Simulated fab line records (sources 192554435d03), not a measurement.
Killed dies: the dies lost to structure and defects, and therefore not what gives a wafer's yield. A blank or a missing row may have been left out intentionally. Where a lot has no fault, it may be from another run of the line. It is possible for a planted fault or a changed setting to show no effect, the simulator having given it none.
fab line records	flow n5Finfet
record: lots: 5	wafers: 15	lastDay: 17
route steps=1938 shown BEOL_M1@792 PASSIVATION@1936
lots with no fault: from the same line, run without faults
startH: the number of hours between the record's first day and the start of the first shown wafer of the lot	waitH: hours from the lot's prior step to this one	" as in the row above	L1.1+2: a single row standing in for several wafers	- value missing, or start not given	* or withheld: withheld	< > ~ a bound
route shown NAME@n: names a module that has steps shown in the file, with the first one's number in the route	usual: mean and standard deviation over wafers with no fault	same: alike in all rows	chamber/n: place in a boat	sites: each site's reading	_std_site: standard deviation across them	_edge_site: the outer-site mean with the inner-site mean subtracted	radiusMm: for every site, how far away it sits from the centre of the wafer	mask NAME#n: copy n	behind: tool/chamber where the wafer was last shaped	hold: what put the lot on hold/how long, in hours/how the hold closed	device: the n, p or np transistor that did not switch	end of line: the same wafers' tests at the end of the route	step lacking rows: just its recipe	killed: count of dies lost to structure and defects at first sort (not the wafer's yield)	map: shows each die of a wafer: x if killed, . if not, _ if none is there
set.NAME: the run value of the setting; set.NAME@STEP: its run value at that earlier step	model.NAME: the simulator's own value behind a step, which no gauge read
lots seen at some steps along the route; tables by step, rows by wafer
services: a tool's chamber out of use, with start hour (startH, from the record's first day; less than 0 if before it), hours out, and reason
== steps ==
step: N5_BEOL_M1_ALD_98
recipe: material: SiO2	targetThkA: 25	tempC: 100	aldPrecursorFamily: BDEAS	aldCoReactant: O2-plasma	pulseTimeS: 1	coReactantPulseTimeS: 1	purgeTimeS: 2	coReactantPurgeTimeS: 2	aldCycles: 17	pressureTorr: 2
step: N5_BEOL_M1_ETCHBACK_99
recipe: chemistry: CHF3	target: SiO2	targetDepthA: 50	timeS: 10.4	sourceW: 215	biasW: 47	Ar_flow_sccm: 200	CHF3_flow_sccm: 12	ionEnergyEv: 100	pressureMtorr: 30
usual: drypumpMotorCurrentA: 5.5/0.41	oesProductAu: 0.80/0.086	rfVppV: 242/6.4	showerheadPlenumPTorr: 2.15/0.067	throttleValvePct: 17.13/0.25
lot.wafer	tool	chamber	startH	waitH	drypumpMotorCurrentA	oesProductAu	rfHoursCounterH	rfVppV	showerheadPlenumPTorr	throttleValvePct
L580.2	rieDiel-05	1	134.58	0.5	5.8	0.83	80	231	2.15	16.94
L580.3	"	2	"	"	5.8	0.86	49	233	2.17	16.87
L580.5	"	2	"	"	5.8	0.86	-	233	2.17	16.88
L589.2	rieDiel-05	1	187.27	0.2	5.8	0.82	97	231	2.15	16.97
L589.4	"	0	"	"	5.2	0.77	126	245	2.07	17.21
L589.6	"	3	"	"	5.7	0.67	-	250	2.25	17.38
L593.3	rieDiel-05	1	216.03	5.4	5.8	0.81	103	231	2.15	16.99
L593.4	"	2	"	"	5.8	0.83	71	234	2.16	16.90
L593.5	"	0	"	"	5.2	0.76	-	247	2.06	17.23
L598.1	rieDiel-06	3	248.55	1.3	4.8	0.83	55	232	2.09	16.72
L598.3	"	2	"	"	5.6	0.75	145	245	2.08	17.43
L598.5	"	0	"	"	5.0	0.67	-	240	2.11	17.44
L601.1	rieDiel-04	0	265.93	3.3	5.6	0.87	41	238	2.08	17.11
L601.2	"	1	"	"	5.4	0.70	212	241	2.13	17.47
L601.3	"	3	"	"	4.8	0.92	26	236	2.13	16.78
step: N5_BEOL_M1_ETCH_70
recipe: chemistry: N2/H2	target: SOC	targetDepthA: 800	overetchA: 160	maskMaterial: SiARC	tempC: 40	timeS: 120	ionEnergyEv: 200	pressureMtorr: 30	sourceW: 840	biasW: 150	n2FlowSccm: 200	h2FlowSccm: 200
step: N5_BEOL_M1_STRIP_71
recipe: chemistry: N2/H2	tempC: 40	n2FlowSccm: 200	h2FlowSccm: 200	rfFrequencyHz: 6e+07
step: N5_BEOL_M1_STRIP_78
recipe: chemistry: N2/H2	tempC: 40	n2FlowSccm: 200	h2FlowSccm: 200	rfFrequencyHz: 6e+07
step: N5_BEOL_M1_VIA_ETCH_34
recipe: chemistry: C4F6/O2	targetDepthA: 678	maskMaterial: SOC	pressureMtorr: 15	ionEnergyEv: 250	taperDeg: 4	timeS: 64.4	sourceW: 350	biasW: 170	Ar_flow_sccm: 300	C4F6_flow_sccm: 10	O2_flow_sccm: 10
step: N5_BEOL_M1_STRIP_83
recipe: chemistry: C4F6/O2	resist: SiARC	rfFrequencyHz: 6e+07
step: N5_BEOL_M1_STRIP_36
recipe: chemistry: N2/H2	powerW: 450	tempC: 40	pressureMtorr: 20	rfFrequencyHz: 6e+07	overashFraction: 0.3	biasPowerW: 7	h2Frac: 0.5	n2FlowSccm: 200	h2FlowSccm: 200
step: N5_BEOL_M1_TRENCH_ETCH_37
recipe: chemistry: C4F6/O2	targetDepthA: 552.07	target: SiOC	timeS: 29	ionEnergyEv: 250	pressureMtorr: 30	sourceW: 355	biasW: 185	Ar_flow_sccm: 300	C4F6_flow_sccm: 10	O2_flow_sccm: 10
step: N5_BEOL_M1_ETCH_41
recipe: chemistry: CH3F/O2	target: SiCN	targetDepthA: 319	taperDeg: 2	timeS: 57.8	ionEnergyEv: 120	maskMaterial: TiN	pressureMtorr: 30	sourceW: 395	biasW: 75	Ar_flow_sccm: 150	CH3F_flow_sccm: 30	O2_flow_sccm: 20
step: N5_BEOL_M1_STRIP_97
recipe: chemistry: N2/H2	timeS: 10	powerW: 450	tempC: 40	pressureMtorr: 20	rfFrequencyHz: 6e+07	biasPowerW: 7	n2FlowSccm: 200	h2FlowSccm: 200
step: N5_BEOL_M1_OCD_MEAS_38
usual: trenchDepthNm: 54.4/0.99
lot.wafer	tool	chamber	startH	waitH	trenchDepthNm
L580.2	ocd-02	-	134.97	-	55.2
L580.3	"	-	"	"	55.3
L580.5	"	-	"	"	55.3
L589.2	ocd-02	-	187.66	-	55.5
L589.4	"	-	"	"	54.8
L589.6	"	-	"	"	53.3
L593.3	ocd-01	-	216.43	-	55.2
L593.4	"	-	"	"	55.7
L593.5	"	-	"	"	54.0
L598.1	ocd-02	-	248.94	-	52.8
L598.3	"	-	"	"	53.0
L598.5	"	-	"	"	52.9
L601.1	ocd-01	-	266.32	-	54.8
L601.2	"	-	"	"	54.1
L601.3	"	-	"	"	56.3
step: N5_BEOL_M1_HM_STRIP_39
recipe: chemistry: peroxideTinStrip	material: TiN	targetDepthA: 250	tempC: 50	timeS: 158
usual: bathGuardTempC: 50.1/0.45
lot.wafer	tool	chamber	startH	waitH	bathGuardTempC
L580.2	wetBench-06	2	135.00	0.0	50.4
L580.3	"	4	"	"	50.0
L580.5	"	1	"	"	49.8
L589.2	wetBench-04	7	187.70	0.0	50.0
L589.4	"	6	"	"	49.4
L589.6	"	5	"	"	49.9
L593.3	wetBench-06	5	216.46	0.0	49.9
L593.4	"	7	"	"	50.5
L593.5	"	2	"	"	50.3
L598.1	wetBench-06	3	248.97	0.0	50.7
L598.3	"	2	"	"	50.4
L598.5	"	0	"	"	49.9
L601.1	wetBench-04	5	266.36	0.0	50.2
L601.2	"	6	"	"	49.4
L601.3	"	4	"	"	49.9
step: N5_BEOL_M1_SRD_40
recipe: timeS: 30	tempC: 23	rinseLiquid: diw	dry: ipaMarangoni
step: N5_BEOL_M1_PRECLEAN_42
recipe: chemistry: residueRemover	timeS: 60	tempC: 40
step: N5_BEOL_M1_SRD_43
recipe: timeS: 30	tempC: 23	rinseLiquid: diw	dry: ipaMarangoni
step: N5_BEOL_M1_CD_MEAS_35
recipe: targetCdNm: 18	targetCdYNm: 21	polarity: opening
usual: cdNm: 17.9/0.35
lot.wafer	tool	chamber	startH	waitH	cdNm
L580.2	cdSem-01	-	135.12	0.0	17.5
L580.3	"	-	"	"	17.3
L580.5	"	-	"	"	17.1
L589.2	cdSem-03	-	187.82	0.0	18.2
L589.4	"	-	"	"	17.9
L589.6	"	-	"	"	18.1
L593.3	cdSem-03	-	216.59	0.0	17.4
L593.4	"	-	"	"	17.6
L593.5	"	-	"	"	17.3
L598.1	cdSem-03	-	249.09	0.0	18.0
L598.3	"	-	"	"	17.8
L598.5	"	-	"	"	17.7
L601.1	cdSem-02	-	266.48	0.0	18.1
L601.2	"	-	"	"	17.7
L601.3	"	-	"	"	17.3
step: N5_BEOL_M1_DEGAS_44
recipe: ambient: vacuum	tempC: 250	timeS: 60
step: N5_BEOL_M1_PRE_CLEAN_45
recipe: gas: H2/He	timeS: 30	tempC: 250
usual: heaterPowerW: 324/32
lot.wafer	tool	chamber	startH	waitH	heaterPowerW
L580.2	pvdSputter-02	-	135.70	0.0	294
L580.3	"	-	"	"	287
L580.5	"	-	"	"	297
L589.2	pvdSputter-01	-	188.12	0.0	340
L589.4	"	-	"	"	367
L589.6	"	-	"	"	326
L593.3	pvdSputter-03	-	217.21	0.0	373
L593.4	"	-	"	"	315
L593.5	"	-	"	"	366
L598.1	pvdSputter-01	-	249.23	0.0	384
L598.3	"	-	"	"	351
L598.5	"	-	"	"	322
L601.1	pvdSputter-03	-	267.03	0.0	362
L601.2	"	-	"	"	318
L601.3	"	-	"	"	372
step: N5_BEOL_M1_ALD_84
recipe: material: TaN	targetThkA: *	tempC: 275	aldPrecursorFamily: PDMAT	aldCoReactant: NH3	pressureTorr: 3	carrierFlowSccm: 1500	pulseTimeS: 2	purgeTimeS: 3	coReactantPurgeTimeS: 2	coReactantPulseTimeS: 3	aldCycles: 30	precursorVesselTempC: 75	precursorVesselPressureTorr: 26.25	precursorVesselCarrierSccm: 1000
step: N5_BEOL_M1_SURFACE_TREAT_85
recipe: gas: Ar	timeS: *	ionEnergyEv: *	ionCurrentMaCm2: 0.5	pressureMtorr: *	arFlowSccm: 30
step: N5_BEOL_M1_CVD_47
recipe: material: Co	targetThkA: 30	tempC: withheld	precursor: CCTBA/H2	pressureTorr: 30	timeS: 223.8
step: N5_BEOL_M1_SPUTTER_48
recipe: material: Cu	targetThkA: 45	tempC: -20	chamberPressurePa: 0.07	powerW: withheld	timeS: 8.29
usual: throttleValvePct: 30.0/0.93
lot.wafer	tool	chamber	startH	waitH	throttleValvePct
L580.2	pvdSputter-01	-	136.40	0.1	30.0
L580.3	"	-	"	"	29.3
L580.5	"	-	"	"	29.4
L589.2	pvdSputter-01	-	190.24	0.8	29.3
L589.4	"	-	"	"	30.2
L589.6	"	-	"	"	29.5
L593.3	pvdSputter-01	-	218.03	0.2	28.6
L593.4	"	-	"	"	29.9
L593.5	"	-	"	"	28.5
L598.1	pvdSputter-03	-	249.85	0.1	30.3
L598.3	"	-	"	"	30.1
L598.5	"	-	"	"	30.0
L601.1	pvdSputter-01	-	267.72	0.1	28.6
L601.2	"	-	"	"	29.9
L601.3	"	-	"	"	29.3
step: N5_BEOL_M1_ANNEAL_49
recipe: tempC: 400	timeS: 240	ambient: vacuum
step: N5_BEOL_M1_SPUTTER_79
recipe: material: Cu	targetThkA: 45	tempC: -20	chamberPressurePa: 0.07	powerW: withheld	timeS: 8.29
step: N5_BEOL_M1_ANNEAL_80
recipe: tempC: 400	timeS: 240	ambient: vacuum
step: N5_BEOL_M1_SPUTTER_81
recipe: material: Cu	targetThkA: 45	tempC: -20	chamberPressurePa: 0.07	powerW: withheld	timeS: 8.29
step: N5_BEOL_M1_ANNEAL_82
recipe: tempC: 400	timeS: 240	ambient: vacuum
step: N5_BEOL_M1_SPUTTER_86
recipe: material: Cu	targetThkA: 45	tempC: -20	chamberPressurePa: 0.07	powerW: withheld	timeS: 8.29
step: N5_BEOL_M1_ANNEAL_87
recipe: tempC: 400	timeS: 240	ambient: vacuum
usual: heaterPowerW: 820/80
lot.wafer	tool	chamber	startH	waitH	heaterPowerW
L580.2	pvdSputter-01	-	137.14	0.0	904
L580.3	"	-	"	"	805
L580.5	"	-	"	"	814
L589.2	pvdSputter-01	-	190.98	0.0	803
L589.4	"	-	"	"	729
L589.6	"	-	"	"	806
L593.3	pvdSputter-01	-	218.77	0.0	954
L593.4	"	-	"	"	869
L593.5	"	-	"	"	931
L598.1	pvdSputter-03	-	250.59	0.0	918
L598.3	"	-	"	"	933
L598.5	"	-	"	"	791
L601.1	pvdSputter-01	-	268.46	0.0	918
L601.2	"	-	"	"	863
L601.3	"	-	"	"	791
step: N5_BEOL_M1_SPUTTER_88
recipe: material: Cu	targetThkA: 45	tempC: -20	chamberPressurePa: 0.07	powerW: withheld	timeS: 8.29
step: N5_BEOL_M1_ANNEAL_89
recipe: tempC: 400	timeS: 240	ambient: vacuum
step: N5_BEOL_M1_SPUTTER_90
recipe: material: Cu	targetThkA: 45	tempC: -20	chamberPressurePa: 0.07	powerW: withheld	timeS: 8.29
step: N5_BEOL_M1_ANNEAL_91
recipe: tempC: 400	timeS: 240	ambient: vacuum
step: N5_BEOL_M1_SPUTTER_92
recipe: material: Cu	targetThkA: 45	tempC: -20	chamberPressurePa: 0.07	powerW: withheld	timeS: 8.29
step: N5_BEOL_M1_ANNEAL_93
recipe: tempC: 400	timeS: 240	ambient: vacuum
step: N5_BEOL_M1_SPUTTER_94
recipe: material: Cu	targetThkA: 45	tempC: -20	chamberPressurePa: 0.07	powerW: withheld	timeS: 8.29
usual: throttleValvePct: 30.0/0.95
lot.wafer	tool	chamber	startH	waitH	throttleValvePct
L580.2	pvdSputter-01	-	137.94	0.1	30.0
L580.3	"	-	"	"	29.4
L580.5	"	-	"	"	29.2
L589.2	pvdSputter-01	-	191.78	0.1	29.6
L589.4	"	-	"	"	30.5
L589.6	"	-	"	"	29.2
L593.3	pvdSputter-01	-	219.57	0.1	28.8
L593.4	"	-	"	"	30.0
L593.5	"	-	"	"	28.7
L598.1	pvdSputter-03	-	251.39	0.1	30.3
L598.3	"	-	"	"	30.5
L598.5	"	-	"	"	29.6
L601.1	pvdSputter-01	-	269.26	0.1	28.5
L601.2	"	-	"	"	30.1
L601.3	"	-	"	"	29.3
step: N5_BEOL_M1_ANNEAL_95
recipe: tempC: 400	timeS: 240	ambient: vacuum
step: N5_BEOL_M1_SPUTTER_96
recipe: material: Cu	targetThkA: 45	tempC: -20	chamberPressurePa: 0.07	powerW: withheld	timeS: 8.29
step: N5_BEOL_M1_ECD_50
recipe: material: Cu	targetThkA: 3000
step: N5_BEOL_M1_ANNEAL_51
recipe: tempC: 225	timeS: 90	ambient: N2
step: N5_BEOL_M1_CMP_52
recipe: stopOn: SiOC	tOverpolishS: 6.8	downForcePsi: 1	platenRpm: 50	clearingPlatenDownForcePsi: 1.5	clearingPlatenRpm: 50	postCmpClean: cuAlkaline	targetThkNm: 40	clearingPlatenPadVelocityMS: 0.99484	padVelocityMS: 0.99484
step: N5_PASSIVATION_PROBE_49
usual: defectLimitedYield: 91.5/1.5	killed_at_M0_to_M3: 33/9.9	killed_at_M4_up: 14/5.2	killedAtContacts: 11/5.2	killedAtFrontEnd: 38/10	killedAtOther: 4/3.5	killedDies: 100/18	killedOnRim: 13/4.1	killedOpen: 66/14	killedShort: 32/6.9	sort_bin_4_leakage: 0.00/0.027	sort_bin_5_function: 5.0/1	sort_bin_6_memory: 3.1/0.69	sort_bin_8_speed: 0.03/0.26	sortNPass: 1080/18	sortYieldPct: 91.5/1.5
same: grossDies: 1180	killedAtBackSide: 0
lot.wafer	tool	chamber	startH	waitH	defectLimitedYield[%]	killed_at_M0_to_M3	killed_at_M4_up	killedAtContacts	killedAtFrontEnd	killedAtOther	killedDies	killedOnRim	killedOpen	killedShort	sort_bin_4_leakage[%]	sort_bin_5_function[%]	sort_bin_6_memory[%]	sort_bin_8_speed[%]	sortNPass	sortYieldPct[%]
L580.2	prober-01	-	276.77	0.1	90.7	32	20	10	44	4	110	16	75	34	0	6.1	3.0	0	1070	90.7
L580.3	prober-01	-	276.82	0.1	92.5	30	11	10	32	6	89	7	62	26	0	4.7	2.4	0	1091	92.5
L580.5	prober-01	-	276.92	0.2	91.1	34	11	12	38	10	105	17	66	39	0	5.4	3.1	0	1075	91.1
L589.2	prober-02	-	348.25	0.1	86.2	104	6	4	45	4	163	26	65	23	0	8.6	3.4	0.17	1015	86.0
L589.4	prober-02	-	348.35	0.2	91.4	33	8	10	38	12	101	11	62	32	0.08	5.4	2.9	0	1078	91.4
L589.6	prober-02	-	348.45	0.3	91.2	36	7	9	43	9	104	18	65	35	0	5.6	3.0	0	1076	91.2
L593.3	prober-01	-	375.15	0.1	88.1	32	16	16	70	7	141	20	95	38	0	6.9	3.9	0	1039	88.1
L593.4	prober-01	-	375.20	0.2	91.1	35	16	15	32	7	105	19	71	30	0	6.4	2.4	0	1075	91.1
L593.5	prober-01	-	375.25	0.2	89.5	43	11	19	48	3	124	9	78	46	0	5.3	4.7	0	1056	89.5
L601.1	prober-02	-	417.01	0.6	90.3	26	26	19	38	5	114	13	78	32	0	5.3	4.2	0	1066	90.3
L601.2	prober-02	-	417.06	0.6	90.4	30	21	8	50	4	113	18	76	37	0	5.7	3.7	0	1067	90.4
L601.3	prober-02	-	417.11	0.7	90.3	36	20	9	45	4	114	14	69	45	0	5.3	4.1	0	1066	90.3
killed by level:class
L580.2 FIN_SAQP:geometricParticle:open=19 FIN_SAQP:geometricParticle:short=14 BEOL_M2:geometricParticle:open=14 BEOL_M4:geometricParticle:open=11 MOL_CONTACT_COAG:geometricParticle:open=10 BEOL_M3:geometricParticle:open=4 STI_FIN_REVEAL:geometricParticle:open=3 BEOL_M0_SAQP:geometricParticle:short=3
L580.3 BEOL_M3:geometricParticle:open=13 FIN_SAQP:geometricParticle:open=10 BEOL_M1:geometricParticle:open=8 MOL_CONTACT_COAG:geometricParticle:open=7 FIN_SAQP:geometricParticle:short=5 STI_FIN_REVEAL:geometricParticle:open=5 STARTING-WAFER:geometricParticle:short=4 GATE_CUT:geometricParticle:short=3
L580.5 FIN_SAQP:geometricParticle:open=12 BEOL_M0_SAQP:geometricParticle:short=11 MOL_CONTACT_COAG:geometricParticle:open=9 BEOL_M2:geometricParticle:open=7 BEOL_M1:geometricParticle:open=6 FIN_SAQP:geometricParticle:short=5 STI_FIN_REVEAL:geometricParticle:open=5 BEOL_M0_SAQP:geometricParticle:open=5
L589.2 BEOL_M1:unspecified=73 STI_FIN_REVEAL:geometricParticle:open=14 FIN_SAQP:geometricParticle:open=11 BEOL_M1:geometricParticle:open=8 BEOL_M0_SAQP:geometricParticle:open=7 FIN_SAQP:geometricParticle:short=5 BEOL_M3:geometricParticle:open=5 GATE_CUT:geometricParticle:short=4
L589.4 BEOL_M1:geometricParticle:open=12 FIN_SAQP:geometricParticle:open=8 MOL_CONTACT_COAG:geometricParticle:open=7 BEOL_M0_SAQP:geometricParticle:short=7 PASSIVATION:areaEtch=7 FIN_SAQP:geometricParticle:short=6 DUMMY_GATE:geometricParticle:open=6 BEOL_M3:geometricParticle:open=6
L589.6 BEOL_M0_SAQP:geometricParticle:open=14 STI_FIN_REVEAL:geometricParticle:open=11 BEOL_M0_SAQP:geometricParticle:short=10 FIN_SAQP:geometricParticle:short=7 MOL_CONTACT_COAG:geometricParticle:open=7 FIN_SAQP:geometricParticle:open=5 BEOL_M1:geometricParticle:open=5 STARTING-WAFER:geometricParticle:open=5
L593.3 STI_FIN_REVEAL:geometricParticle:open=23 FIN_SAQP:geometricParticle:open=16 MOL_CONTACT_COAG:geometricParticle:open=12 BEOL_M0_SAQP:geometricParticle:short=9 BEOL_M0_SAQP:geometricParticle:open=9 FIN_SAQP:geometricParticle:short=8 HKMG_FIN:areaEtch=8 BEOL_M5:geometricParticle:open=6
L593.4 BEOL_M0_SAQP:geometricParticle:open=12 MOL_CONTACT_COAG:geometricParticle:open=11 FIN_SAQP:geometricParticle:open=9 BEOL_M3:geometricParticle:open=8 FIN_SAQP:geometricParticle:short=7 STI_FIN_REVEAL:geometricParticle:open=5 BEOL_M0_SAQP:geometricParticle:short=5 BEOL_M1:geometricParticle:open=5
L593.5 FIN_SAQP:geometricParticle:open=17 BEOL_M0_SAQP:geometricParticle:short=17 MOL_CONTACT_COAG:geometricParticle:open=15 FIN_SAQP:geometricParticle:short=12 BEOL_M1:geometricParticle:open=10 BEOL_M4:geometricParticle:open=8 DUMMY_GATE:geometricParticle:open=6 BEOL_M3:geometricParticle:open=5
L601.1 FIN_SAQP:geometricParticle:open=17 MOL_CONTACT_COAG:geometricParticle:open=16 BEOL_M4:geometricParticle:open=9 BEOL_M4:geometricParticle:short=7 BEOL_M1:geometricParticle:open=6 BEOL_M0_SAQP:geometricParticle:open=4 BEOL_M0_SAQP:geometricParticle:short=4 PASS1_DEP:geometricParticle:open=4
L601.2 STI_FIN_REVEAL:geometricParticle:open=13 BEOL_M0_SAQP:geometricParticle:open=12 BEOL_M4:geometricParticle:open=10 FIN_SAQP:geometricParticle:open=9 FIN_SAQP:geometricParticle:short=8 BEOL_M0_SAQP:geometricParticle:short=8 MOL_CONTACT_COAG:geometricParticle:open=7 BEOL_M4:geometricParticle:short=6
L601.3 FIN_SAQP:geometricParticle:open=16 BEOL_M2:geometricParticle:open=8 FIN_SAQP:geometricParticle:short=7 BEOL_M4:geometricParticle:open=7 GATE_CUT:geometricParticle:open=6 BEOL_M0_SAQP:geometricParticle:short=6 BEOL_M3:geometricParticle:open=6 BEOL_M4:geometricParticle:short=6
map L589.2 (x killed, . not)
_________________.x..........________________
______________x................._____________
___________........................__________
__________........x................x_________
________x............................._______
_______...........x.......x............______
______.........................x........_____
_____..............x.....................____
____......x...............................___
___...............x..............x.........__
___...xx...........x.....................x.__
__x........x.......xx......................._
__....x......x........x............x........_
_......x...x..x.....x....................x...
_..................x....................x....
_x..................x...x.x..........x.....x.
_..................x.....................xx.x
_.x................x.x...............xxxxxxxx
_..............................x....xxxxxxxx.
_................x.........x......xxxxxxxxxx.
_..x......x...x...................x.xxxxxxxxx
__x.......x.............x..........xxxxxxxxx_
__.....x..x...x.....................xxxxxxxx_
___.........................x.x....xxxxxxxx__
___........x..........x..x........xxx.xxxx.__
____.x...........xx..............x.xxx.xxx___
_____.x..............x...x........x......____
______................x..x.............._____
_______x........x.....x...........x....______
________.x...xx...x.......x..........._______
__________......x..........x.....x.._________
___________.......................x__________
______________.....x.....x..x..._____________
_________________x.....x.....________________
map L601.1 (x killed, . not)
_________________...xx.......________________
______________.................._____________
___________.......xx...x..........x__________
__________.........xxx.....x........_________
________..........................x..._______
_______..........x................x....______
______......x.x.....x..................._____
_____.....x..x.............x.....x.......____
____....x.x............x........x.........___
___...x..........x.......x............x.x..__
___.x.x..x...x...x.x...x.....x.............__
__..xx................x....x........x......._
__...............x........x............x...x_
_.........x.....x..........................x.
_........x.....x...x.......x......x....x.....
_....................x.........x.....xx......
_x..x.x................x................x...x
_..........x..x...x..x...x...x...............
_...........x.............x....x.............
_...x...................x.......x.x......x...
_..........x.....................x...........
__..x...x..............................x...._
__.....x.............x......................_
___.....x..............xxx.................__
___x.................................xx....__
____.........xx....................x.....x___
_____x..x.....x...................x......____
______....x......................x......_____
_______.........................x......______
________...x....xx...........x........_______
__________....x...x................._________
___________..x.......x.............__________
______________.................._____________
_________________...x.......x________________
== services ==
tool	chamber	startH	hours	kind
wetBench-04	-	118.39	1.1	repair
rieDiel-04	0	121.04	-	clean
rieDiel-04	0	121.04	-	consumableReplace:focusRing
rieDiel-04	0	121.04	17.3	scheduledDown
rieDiel-04	0	121.04	17.3	ventCycle
rieDiel-06	3	129.28	3.8	repair
rieDiel-04	2	140.35	6.3	repair
rieDiel-04	3	142.94	15.3	repair
rieDiel-04	-	145.57	2.8	pm
rieDiel-06	3	153.13	9.8	repair
rieDiel-06	2	156.30	7.3	repair
rieDiel-04	3	158.35	-	clean
rieDiel-04	3	158.35	-	consumableReplace:focusRing
rieDiel-04	3	158.35	17.2	scheduledDown
rieDiel-04	3	158.35	17.2	ventCycle
rieDiel-05	3	159.35	16.8	repair
rieDiel-05	0	165.72	3.0	repair
rieDiel-05	-	199.23	2.8	pm
wetBench-06	-	200.65	4.0	repair
wetBench-04	-	227.55	1.3	repair
rieDiel-06	0	261.52	-	clean
rieDiel-06	0	261.52	-	consumableReplace:focusRing
rieDiel-06	0	261.52	27.6	scheduledDown
rieDiel-05	2	268.41	8.9	repair
== key ==
firstSign: step: N5_PASSIVATION_PROBE_49	reading: killed_at_M0_to_M3	direction: up	sigmas: 7.2	usual: 33	struck: 104
effect: step: N5_PASSIVATION_PROBE_49	reading: defectLimitedYield	direction: down	sigmas: 3.5	usual: 91.5	struck: 86.2
moreKillsBornAt: N5_BEOL_M1_HM_STRIP_39@wetBench-04: 73
metAt N5_BEOL_M1_HM_STRIP_39
struckWafers L589.2
fault: kind: chamberParticleSource	tool: wetBench-04	chamber: 7	onsetH: 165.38	steps: N5_BEOL_M1_HM_STRIP_39	ratePerVisitCm2: 0.51763	endH: 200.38
